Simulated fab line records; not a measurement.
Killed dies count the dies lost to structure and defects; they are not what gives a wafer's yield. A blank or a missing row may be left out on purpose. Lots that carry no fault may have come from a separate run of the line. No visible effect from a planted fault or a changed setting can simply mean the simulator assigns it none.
fab line records / flow n5_finfet
record: lots: 6 wafers: 18 last_day: 16
route steps=1938 shown WELL_APT@29
lots that met no fault: taken from a fault-free run of the same line
start_h: hours from the record's opening day to when the first of the lot's shown wafers began / wait_h: hours from the lot's prior step to this one / " identical to the entry in the row above / L1.1+2: several wafers, shown together as one row / - no value, or no start was given / * or withheld: withheld / < > ~ a bound
route shown NAME@n: names a module that has steps shown in the file, with the first one's number in the route / usual: average and standard deviation across the fault-free wafers / same: alike in all rows / chamber/n: place in a boat / sites: each site's reading / _std_site: the standard deviation of these / _edge_site: mean of outer sites minus mean of inner sites / radius_mm: how far each site lies from the wafer's centre / mask NAME#n: copy n / behind: tool/chamber where the wafer was last shaped / hold: why the lot was held/for how many hours/how that ended / device: transistor that didn't switch, given as n, p or np / end of line: the same wafers' tests at the end of the route / where a step has no rows: the recipe by itself / killed: at the first sort, the dies lost to defects and structure; wafer yield is something else / map: shows each die of a wafer: x if killed, . if not, _ if none is there
set.NAME: the setting the step ran with; set.NAME@STEP: the setting that earlier step ran with / model.NAME: the simulator's own value behind a step, which no gauge read
a table for each step, a row for each wafer; lots at some steps of the route
services: the hour from which a tool's chamber was out of use, counted from the record's first day as start_h (under 0 if before that day), plus the number of hours and why
== steps ==
step: N5_WELL_APT_OVL_MEAS_09
recipe: points_per_wafer: 44
usual: NWELL_OVL: -1/4.6
lot.wafer=L814.1 tool=overlay-01 chamber=0 start_h=55.59 wait_h=0.0 NWELL_OVL[nm]=0
lot.wafer=L814.2 tool=overlay-01 chamber=0 start_h=55.59 wait_h=0.0 NWELL_OVL[nm]=4
lot.wafer=L814.4 tool=overlay-01 chamber=0 start_h=55.59 wait_h=0.0 NWELL_OVL[nm]=4
lot.wafer=L816.1 tool=overlay-02 chamber=0 start_h=67.84 wait_h=0.0 NWELL_OVL[nm]=-5
lot.wafer=L816.2 tool=overlay-02 chamber=0 start_h=67.84 wait_h=0.0 NWELL_OVL[nm]=-4
lot.wafer=L816.3 tool=overlay-02 chamber=0 start_h=67.84 wait_h=0.0 NWELL_OVL[nm]=-9
lot.wafer=L817.1 tool=overlay-01 chamber=0 start_h=74.25 wait_h=0.0 NWELL_OVL[nm]=1
lot.wafer=L817.2 tool=overlay-01 chamber=0 start_h=74.25 wait_h=0.0 NWELL_OVL[nm]=1
lot.wafer=L817.6 tool=overlay-01 chamber=0 start_h=74.25 wait_h=0.0 NWELL_OVL[nm]=-1
lot.wafer=L822.1 tool=overlay-02 chamber=0 start_h=103.72 wait_h=0.0 NWELL_OVL[nm]=0
lot.wafer=L822.2 tool=overlay-02 chamber=0 start_h=103.72 wait_h=0.0 NWELL_OVL[nm]=4
lot.wafer=L822.3 tool=overlay-02 chamber=0 start_h=103.72 wait_h=0.0 NWELL_OVL[nm]=5
lot.wafer=L827.2 tool=overlay-02 chamber=0 start_h=133.59 wait_h=0.0 NWELL_OVL[nm]=-1
lot.wafer=L827.3 tool=overlay-02 chamber=0 start_h=133.59 wait_h=0.0 NWELL_OVL[nm]=-2
lot.wafer=L827.4 tool=overlay-02 chamber=0 start_h=133.59 wait_h=0.0 NWELL_OVL[nm]=-1
lot.wafer=L828.2 tool=overlay-02 chamber=0 start_h=139.71 wait_h=0.0 NWELL_OVL[nm]=4
lot.wafer=L828.3 tool=overlay-02 chamber=0 start_h=139.71 wait_h=0.0 NWELL_OVL[nm]=2
lot.wafer=L828.6 tool=overlay-02 chamber=0 start_h=139.71 wait_h=0.0 NWELL_OVL[nm]=9
step: N5_WELL_APT_INSPECT_10
recipe: mode: adi inspect_instrument: macro
usual: raw_defect_count: 2.1/1.5
lot.wafer=L814.1 tool=defect_inspect-02 chamber=- start_h=55.62 wait_h=0.0 raw_defect_count=1
lot.wafer=L814.2 tool=defect_inspect-02 chamber=- start_h=55.62 wait_h=0.0 raw_defect_count=5
lot.wafer=L814.4 tool=defect_inspect-02 chamber=- start_h=55.62 wait_h=0.0 raw_defect_count=1
lot.wafer=L816.1 tool=defect_inspect-01 chamber=- start_h=67.86 wait_h=0.0 raw_defect_count=2
lot.wafer=L816.2 tool=defect_inspect-01 chamber=- start_h=67.86 wait_h=0.0 raw_defect_count=4
lot.wafer=L816.3 tool=defect_inspect-01 chamber=- start_h=67.86 wait_h=0.0 raw_defect_count=5
lot.wafer=L817.1 tool=defect_inspect-01 chamber=- start_h=74.27 wait_h=0.0 raw_defect_count=0
lot.wafer=L817.2 tool=defect_inspect-01 chamber=- start_h=74.27 wait_h=0.0 raw_defect_count=6
lot.wafer=L817.6 tool=defect_inspect-01 chamber=- start_h=74.27 wait_h=0.0 raw_defect_count=2
lot.wafer=L822.1 tool=defect_inspect-02 chamber=- start_h=103.75 wait_h=0.0 raw_defect_count=2
lot.wafer=L822.2 tool=defect_inspect-02 chamber=- start_h=103.75 wait_h=0.0 raw_defect_count=3
lot.wafer=L822.3 tool=defect_inspect-02 chamber=- start_h=103.75 wait_h=0.0 raw_defect_count=2
lot.wafer=L827.2 tool=defect_inspect-01 chamber=- start_h=133.61 wait_h=0.0 raw_defect_count=2
lot.wafer=L827.3 tool=defect_inspect-01 chamber=- start_h=133.61 wait_h=0.0 raw_defect_count=3
lot.wafer=L827.4 tool=defect_inspect-01 chamber=- start_h=133.61 wait_h=0.0 raw_defect_count=3
lot.wafer=L828.2 tool=defect_inspect-02 chamber=- start_h=139.74 wait_h=0.0 raw_defect_count=2
lot.wafer=L828.3 tool=defect_inspect-02 chamber=- start_h=139.74 wait_h=0.0 raw_defect_count=4
lot.wafer=L828.6 tool=defect_inspect-02 chamber=- start_h=139.74 wait_h=0.0 raw_defect_count=3
step: N5_WELL_APT_DESCUM_13
recipe: chemistry: O2 time_s: 7.9 source_power_w: 50 bias_power_w: 20 pressure_mtorr: 20 rf_frequency_hz: 2.712e+07 temp_c: 40 o2_flow_sccm: 225
usual: drypump_motor_current_A: 5.6/0.57 oes_product_au: 0.78/0.083 rf_vpp_V: 242.8/1.2 showerhead_plenum_p_Torr: 2.07/0.055 throttle_valve_pct: 20.37/0.23
lot.wafer=L814.1 tool=rie_diel-05 chamber=2 start_h=55.65 wait_h=0.0 drypump_motor_current_A=5.5 oes_product_au=0.70 rf_hours_counter_h=206 rf_vpp_V=243.2 showerhead_plenum_p_Torr=2.16 throttle_valve_pct=20.21
lot.wafer=L814.2 tool=rie_diel-05 chamber=1 start_h=55.65 wait_h=0.0 drypump_motor_current_A=5.8 oes_product_au=0.74 rf_hours_counter_h=207 rf_vpp_V=241.4 showerhead_plenum_p_Torr=2.07 throttle_valve_pct=20.50
lot.wafer=L814.4 tool=rie_diel-05 chamber=3 start_h=55.65 wait_h=0.0 drypump_motor_current_A=6.1 oes_product_au=0.75 rf_hours_counter_h=163 rf_vpp_V=244.4 showerhead_plenum_p_Torr=2.16 throttle_valve_pct=20.59
lot.wafer=L816.1 tool=rie_diel-05 chamber=2 start_h=68.02 wait_h=0.2 drypump_motor_current_A=5.5 oes_product_au=0.68 rf_hours_counter_h=211 rf_vpp_V=244.0 showerhead_plenum_p_Torr=2.16 throttle_valve_pct=20.21
lot.wafer=L816.2 tool=rie_diel-05 chamber=3 start_h=68.02 wait_h=0.2 drypump_motor_current_A=6.1 oes_product_au=0.73 rf_hours_counter_h=168 rf_vpp_V=244.8 showerhead_plenum_p_Torr=2.16 throttle_valve_pct=20.61
lot.wafer=L816.3 tool=rie_diel-05 chamber=0 start_h=68.02 wait_h=0.2 drypump_motor_current_A=6.1 oes_product_au=0.97 rf_hours_counter_h=8 rf_vpp_V=243.7 showerhead_plenum_p_Torr=2.06 throttle_valve_pct=20.07
lot.wafer=L817.1 tool=rie_diel-01 chamber=3 start_h=74.38 wait_h=0.1 drypump_motor_current_A=5.2 oes_product_au=0.70 rf_hours_counter_h=208 rf_vpp_V=243.3 showerhead_plenum_p_Torr=2.06 throttle_valve_pct=20.43
lot.wafer=L817.2 tool=rie_diel-01 chamber=0 start_h=74.38 wait_h=0.1 drypump_motor_current_A=4.9 oes_product_au=0.86 rf_hours_counter_h=68 rf_vpp_V=241.8 showerhead_plenum_p_Torr=2.05 throttle_valve_pct=20.54
lot.wafer=L817.6 tool=rie_diel-01 chamber=1 start_h=74.38 wait_h=0.1 drypump_motor_current_A=5.1 oes_product_au=0.77 rf_hours_counter_h=- rf_vpp_V=243.0 showerhead_plenum_p_Torr=2.08 throttle_valve_pct=20.22
lot.wafer=L822.1 tool=rie_diel-05 chamber=3 start_h=103.78 wait_h=0.0 drypump_motor_current_A=6.1 oes_product_au=0.73 rf_hours_counter_h=180 rf_vpp_V=243.9 showerhead_plenum_p_Torr=2.15 throttle_valve_pct=20.61
lot.wafer=L822.2 tool=rie_diel-05 chamber=1 start_h=103.78 wait_h=0.0 drypump_motor_current_A=5.7 oes_product_au=0.72 rf_hours_counter_h=219 rf_vpp_V=243.5 showerhead_plenum_p_Torr=2.07 throttle_valve_pct=20.52
lot.wafer=L822.3 tool=rie_diel-05 chamber=0 start_h=103.78 wait_h=0.0 drypump_motor_current_A=6.1 oes_product_au=0.94 rf_hours_counter_h=20 rf_vpp_V=242.4 showerhead_plenum_p_Torr=2.06 throttle_valve_pct=20.08
lot.wafer=L827.2 tool=rie_diel-05 chamber=3 start_h=134.11 wait_h=0.5 drypump_motor_current_A=6.1 oes_product_au=0.72 rf_hours_counter_h=191 rf_vpp_V=242.4 showerhead_plenum_p_Torr=2.15 throttle_valve_pct=20.64
lot.wafer=L827.3 tool=rie_diel-05 chamber=0 start_h=134.11 wait_h=0.5 drypump_motor_current_A=6.1 oes_product_au=0.90 rf_hours_counter_h=32 rf_vpp_V=241.6 showerhead_plenum_p_Torr=2.06 throttle_valve_pct=20.11
lot.wafer=L827.4 tool=rie_diel-05 chamber=2 start_h=134.11 wait_h=0.5 drypump_motor_current_A=5.5 oes_product_au=0.67 rf_hours_counter_h=235 rf_vpp_V=244.2 showerhead_plenum_p_Torr=2.15 throttle_valve_pct=20.23
lot.wafer=L828.2 tool=rie_diel-06 chamber=1 start_h=139.77 wait_h=0.0 drypump_motor_current_A=4.8 oes_product_au=0.78 rf_hours_counter_h=137 rf_vpp_V=241.1 showerhead_plenum_p_Torr=2.02 throttle_valve_pct=20.82
lot.wafer=L828.3 tool=rie_diel-06 chamber=2 start_h=139.77 wait_h=0.0 drypump_motor_current_A=6.6 oes_product_au=0.69 rf_hours_counter_h=232 rf_vpp_V=241.8 showerhead_plenum_p_Torr=1.97 throttle_valve_pct=20.35
lot.wafer=L828.6 tool=rie_diel-06 chamber=2 start_h=139.77 wait_h=0.0 drypump_motor_current_A=6.6 oes_product_au=0.69 rf_hours_counter_h=- rf_vpp_V=241.0 showerhead_plenum_p_Torr=1.97 throttle_valve_pct=20.33
step: N5_WELL_APT_IMPLANT_14
recipe: species: P energy_kev: 160 dose_cm2: 1.5e+13 tilt_deg: 0 rotation_deg: 0
step: N5_WELL_APT_IMPLANT_15
recipe: species: As energy_kev: 25 dose_cm2: 1.5e+13 tilt_deg: 0 rotation_deg: 0
step: N5_WELL_APT_STRIP_16
recipe: chemistry: SPM time_s: 900 temp_c: 130 h2so4_h2o2_vol_ratio: 4 dry: ipa_marangoni
step: N5_WELL_APT_HMDS_18
recipe: time_s: 60 temp_c: 120
step: N5_WELL_APT_COAT_19
recipe: spin_rpm: 1357 resist_thk_nm: 950
step: N5_WELL_APT_EBR_21
recipe: solvent: PGMEA ebr_width_mm: 1.5
step: N5_WELL_APT_SOFTBAKE_20
recipe: temp_c: 130 time_s: 60
step: N5_WELL_APT_EXPOSE_22
recipe: mask_id: PWELL na: 0.8 source_shape: conventional sigma_outer: 0.8 polarization: unpolarized defocus_nm: 0 target_cd_nm: 200 dose_mj: 23.2
step: N5_WELL_APT_PEB_23
recipe: peb_temp_c: 130 peb_time_s: 90
step: N5_WELL_APT_DEVELOP_24
recipe: develop_time_s: 45 rinse_liquid: surfactant_rinse dry: air_spin dev_temp_c: 21
usual: chill_plate_temp_C: 23.00/0.11 develop_time_s: 45/0
lot.wafer=L814.1 tool=litho_track-01 chamber=0 start_h=56.59 wait_h=- chill_plate_temp_C=23.07 develop_time_s=45 model.coat_of_WELL_APT_COAT_19.thk_nm=935.6
lot.wafer=L814.2 tool=litho_track-01 chamber=0 start_h=56.59 wait_h=- chill_plate_temp_C=22.98 develop_time_s=45 model.coat_of_WELL_APT_COAT_19.thk_nm=933.9
lot.wafer=L814.4 tool=litho_track-01 chamber=0 start_h=56.59 wait_h=- chill_plate_temp_C=23.13 develop_time_s=45 model.coat_of_WELL_APT_COAT_19.thk_nm=931.7
lot.wafer=L816.1 tool=litho_track-01 chamber=0 start_h=68.96 wait_h=- chill_plate_temp_C=22.86 develop_time_s=45 model.coat_of_WELL_APT_COAT_19.thk_nm=934.9
lot.wafer=L816.2 tool=litho_track-01 chamber=0 start_h=68.96 wait_h=- chill_plate_temp_C=22.91 develop_time_s=45 model.coat_of_WELL_APT_COAT_19.thk_nm=937.6
lot.wafer=L816.3 tool=litho_track-01 chamber=0 start_h=68.96 wait_h=- chill_plate_temp_C=22.99 develop_time_s=45 model.coat_of_WELL_APT_COAT_19.thk_nm=937.4
lot.wafer=L817.1 tool=litho_track-01 chamber=0 start_h=75.43 wait_h=- chill_plate_temp_C=22.90 develop_time_s=45 model.coat_of_WELL_APT_COAT_19.thk_nm=936.9
lot.wafer=L817.2 tool=litho_track-01 chamber=0 start_h=75.43 wait_h=- chill_plate_temp_C=22.96 develop_time_s=45 model.coat_of_WELL_APT_COAT_19.thk_nm=935.7
lot.wafer=L817.6 tool=litho_track-01 chamber=0 start_h=75.43 wait_h=- chill_plate_temp_C=22.94 develop_time_s=45 model.coat_of_WELL_APT_COAT_19.thk_nm=934.4
lot.wafer=L822.1 tool=litho_track-04 chamber=0 start_h=104.84 wait_h=- chill_plate_temp_C=22.93 develop_time_s=45 model.coat_of_WELL_APT_COAT_19.thk_nm=936.4
lot.wafer=L822.2 tool=litho_track-04 chamber=0 start_h=104.84 wait_h=- chill_plate_temp_C=22.81 develop_time_s=45 model.coat_of_WELL_APT_COAT_19.thk_nm=933.6
lot.wafer=L822.3 tool=litho_track-04 chamber=0 start_h=104.84 wait_h=- chill_plate_temp_C=22.98 develop_time_s=45 model.coat_of_WELL_APT_COAT_19.thk_nm=933.8
lot.wafer=L827.2 tool=litho_track-03 chamber=- start_h=135.16 wait_h=- chill_plate_temp_C=- develop_time_s=- model.coat_of_WELL_APT_COAT_19.thk_nm=946
lot.wafer=L827.3 tool=litho_track-03 chamber=- start_h=135.16 wait_h=- chill_plate_temp_C=- develop_time_s=- model.coat_of_WELL_APT_COAT_19.thk_nm=948.8
lot.wafer=L827.4 tool=litho_track-03 chamber=- start_h=135.16 wait_h=- chill_plate_temp_C=- develop_time_s=- model.coat_of_WELL_APT_COAT_19.thk_nm=948.3
lot.wafer=L828.2 tool=litho_track-01 chamber=- start_h=140.84 wait_h=- chill_plate_temp_C=- develop_time_s=- model.coat_of_WELL_APT_COAT_19.thk_nm=948.3
lot.wafer=L828.3 tool=litho_track-01 chamber=- start_h=140.84 wait_h=- chill_plate_temp_C=- develop_time_s=- model.coat_of_WELL_APT_COAT_19.thk_nm=949
lot.wafer=L828.6 tool=litho_track-01 chamber=- start_h=140.84 wait_h=- chill_plate_temp_C=- develop_time_s=- model.coat_of_WELL_APT_COAT_19.thk_nm=947.3
step: N5_WELL_APT_HARDBAKE_29
recipe: temp_c: 130 time_s: 120
step: N5_WELL_APT_CD_MEAS_25
recipe: target_cd_nm: 200 landing_energy_ev: 500 detector: se_inlens
usual: cd_nm: 200.7/1.8
lot.wafer=L814.1 tool=cd_sem-03 chamber=0 start_h=56.70 wait_h=- cd_nm=198.6
lot.wafer=L814.2 tool=cd_sem-03 chamber=0 start_h=56.70 wait_h=- cd_nm=197.3
lot.wafer=L814.4 tool=cd_sem-03 chamber=0 start_h=56.70 wait_h=- cd_nm=199.7
lot.wafer=L816.1 tool=cd_sem-02 chamber=0 start_h=69.07 wait_h=- cd_nm=198.5
lot.wafer=L816.2 tool=cd_sem-02 chamber=0 start_h=69.07 wait_h=- cd_nm=200.2
lot.wafer=L816.3 tool=cd_sem-02 chamber=0 start_h=69.07 wait_h=- cd_nm=198.2
lot.wafer=L817.1 tool=cd_sem-03 chamber=0 start_h=75.54 wait_h=- cd_nm=197.4
lot.wafer=L817.2 tool=cd_sem-03 chamber=0 start_h=75.54 wait_h=- cd_nm=199.5
lot.wafer=L817.6 tool=cd_sem-03 chamber=0 start_h=75.54 wait_h=- cd_nm=202.5
lot.wafer=L822.1 tool=cd_sem-03 chamber=0 start_h=104.95 wait_h=- cd_nm=199.4
lot.wafer=L822.2 tool=cd_sem-03 chamber=0 start_h=104.95 wait_h=- cd_nm=202.0
lot.wafer=L822.3 tool=cd_sem-03 chamber=0 start_h=104.95 wait_h=- cd_nm=202.0
lot.wafer=L827.2 tool=cd_sem-03 chamber=0 start_h=135.27 wait_h=- cd_nm=-
lot.wafer=L827.3 tool=cd_sem-03 chamber=0 start_h=135.27 wait_h=- cd_nm=-
lot.wafer=L827.4 tool=cd_sem-03 chamber=0 start_h=135.27 wait_h=- cd_nm=-
lot.wafer=L828.2 tool=cd_sem-03 chamber=0 start_h=140.95 wait_h=- cd_nm=-
lot.wafer=L828.3 tool=cd_sem-03 chamber=0 start_h=140.95 wait_h=- cd_nm=-
lot.wafer=L828.6 tool=cd_sem-03 chamber=0 start_h=140.95 wait_h=- cd_nm=-
step: N5_WELL_APT_OVL_MEAS_26
recipe: points_per_wafer: 44
usual: PWELL_OVL: 1/5.5
lot.wafer=L814.1 tool=overlay-01 chamber=0 start_h=56.73 wait_h=0.0 PWELL_OVL[nm]=4
lot.wafer=L814.2 tool=overlay-01 chamber=0 start_h=56.73 wait_h=0.0 PWELL_OVL[nm]=-7
lot.wafer=L814.4 tool=overlay-01 chamber=0 start_h=56.73 wait_h=0.0 PWELL_OVL[nm]=-6
lot.wafer=L816.1 tool=overlay-02 chamber=0 start_h=69.10 wait_h=0.0 PWELL_OVL[nm]=-5
lot.wafer=L816.2 tool=overlay-02 chamber=0 start_h=69.10 wait_h=0.0 PWELL_OVL[nm]=2
lot.wafer=L816.3 tool=overlay-02 chamber=0 start_h=69.10 wait_h=0.0 PWELL_OVL[nm]=2
lot.wafer=L817.1 tool=overlay-02 chamber=0 start_h=75.57 wait_h=0.0 PWELL_OVL[nm]=-8
lot.wafer=L817.2 tool=overlay-02 chamber=0 start_h=75.57 wait_h=0.0 PWELL_OVL[nm]=1
lot.wafer=L817.6 tool=overlay-02 chamber=0 start_h=75.57 wait_h=0.0 PWELL_OVL[nm]=-5
lot.wafer=L822.1 tool=overlay-02 chamber=0 start_h=104.98 wait_h=0.0 PWELL_OVL[nm]=0
lot.wafer=L822.2 tool=overlay-02 chamber=0 start_h=104.98 wait_h=0.0 PWELL_OVL[nm]=-9
lot.wafer=L822.3 tool=overlay-02 chamber=0 start_h=104.98 wait_h=0.0 PWELL_OVL[nm]=1
lot.wafer=L827.2 tool=overlay-01 chamber=0 start_h=135.30 wait_h=0.0 PWELL_OVL[nm]=-
lot.wafer=L827.3 tool=overlay-01 chamber=0 start_h=135.30 wait_h=0.0 PWELL_OVL[nm]=-
lot.wafer=L827.4 tool=overlay-01 chamber=0 start_h=135.30 wait_h=0.0 PWELL_OVL[nm]=-
lot.wafer=L828.2 tool=overlay-01 chamber=0 start_h=140.98 wait_h=0.0 PWELL_OVL[nm]=-
lot.wafer=L828.3 tool=overlay-01 chamber=0 start_h=140.98 wait_h=0.0 PWELL_OVL[nm]=-
lot.wafer=L828.6 tool=overlay-01 chamber=0 start_h=140.98 wait_h=0.0 PWELL_OVL[nm]=-
== services ==
tool=rie_diel-05 chamber=0 start_h=35.02 hours=- kind=clean
tool=rie_diel-05 chamber=0 start_h=35.02 hours=- kind=consumable_replace:focus_ring
tool=rie_diel-05 chamber=0 start_h=35.02 hours=12.9 kind=scheduled_down
tool=rie_diel-05 chamber=0 start_h=35.02 hours=12.9 kind=vent_cycle
tool=rie_diel-05 chamber=1 start_h=57.17 hours=13.0 kind=repair
tool=rie_diel-06 chamber=0 start_h=82.08 hours=7.0 kind=repair
tool=rie_diel-01 chamber=- start_h=90.23 hours=0.2 kind=repair
== key ==
first_sign: step: N5_WELL_APT_DEVELOP_24 reading: tool_record direction: missing
effect: step: N5_WELL_APT_CD_MEAS_25 reading: cd_nm direction: missing
effect: step: N5_WELL_APT_OVL_MEAS_26 reading: PWELL_OVL direction: missing
model_effect: step: N5_WELL_APT_DEVELOP_24 value: coat_of_WELL_APT_COAT_19.thk_nm without: 933.7 struck: 947.9
met_at N5_WELL_APT_DEVELOP_24
struck_wafers L827.2,L827.3,L827.4,L828.2,L828.3,L828.6
later_rows_left_out L827.2,L827.3,L827.4,L828.2,L828.3,L828.6
sort_left_out L827.2,L827.3,L827.4,L828.2,L828.3,L828.6
onset_between 75.43 135.16
fault: kind: skipped_step_whole tool: litho_track-01,litho_track-03 chamber: - onset_h: 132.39 steps: N5_WELL_APT_DEVELOP_24 scope: struck_lots_only
sort_left_out: the simulated sort isn't trusted on such a fault, so these wafers' sort isn't shown, and their yield isn't known
later_rows_left_out: the simulator's readings of these wafers behind a module that went badly wrong aren't trusted and aren't shown, but for the sort
